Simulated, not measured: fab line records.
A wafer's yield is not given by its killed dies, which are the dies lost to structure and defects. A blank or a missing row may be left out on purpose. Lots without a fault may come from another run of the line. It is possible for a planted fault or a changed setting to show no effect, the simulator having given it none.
Chamber matching    flow nandHarc    NHARC_A_BLC_STRIP_29 on rieDiel-06: 4 sister chambers
The step strips in CF4. 8 wafers are shown with their chamber, then 12 later ones without.

## WAFERS, EACH WITH ITS CHAMBER
wafer   chamber  drypumpMotorCurrentA (A)  oesProductAu (a.u.)
L080.6  1        5.5                       0.997
L085.1  1        5.6                       1.012
L090.1  2        5.7                       1.023
L090.3  3        5.3                       1.017
L090.5  0        6.3                       1.003
L088.1  3        5.3                       1.010
L088.2  0        6.3                       1.012
L088.4  2        5.8                       1.018

## WAFERS WHOSE CHAMBER IS MISSING
wafer   drypumpMotorCurrentA (A)  oesProductAu (a.u.)
L089.3  6.4                       0.988
L089.4  5.6                       1.000
L089.6  5.6                       1.005
L094.2  5.8                       1.016
L094.3  5.3                       1.011
L094.4  5.6                       1.004
L095.1  6.3                       1.000
L095.4  5.3                       1.000
L095.6  5.8                       1.013
L096.4  6.3                       0.995
L096.5  6.4                       0.997
L096.6  5.5                       1.010

## WHICH CHAMBER EACH ONE RAN IN
wafer   from the rows above  in truth
L089.3  0                    0
L089.4  1                    1
L089.6  1                    1
L094.2  2                    2
L094.3  3                    3
L094.4  1                    1
L095.1  0                    0
L095.4  3                    3
L095.6  2                    2
L096.4  0                    0
L096.5  0                    0
L096.6  1                    1
Correctly placed: 12 of 12. Left unplaced by these rows: 0. 0 placed wrongly.
How it was worked out, from the rows above alone: a wafer's distance from a chamber is the root of the sum, over the readings, of the square of ((its reading less the chamber's mean) divided by the reading's scatter). The wafer belongs to the nearest chamber; if the next one is less than 2 further off, it can't be placed. Each chamber's mean is taken over the wafers shown for it. How the scatter is found: for the shown wafers, subtract from each reading the mean of its chamber, square and add these, divide the total by (wafers less chambers), then take the root.
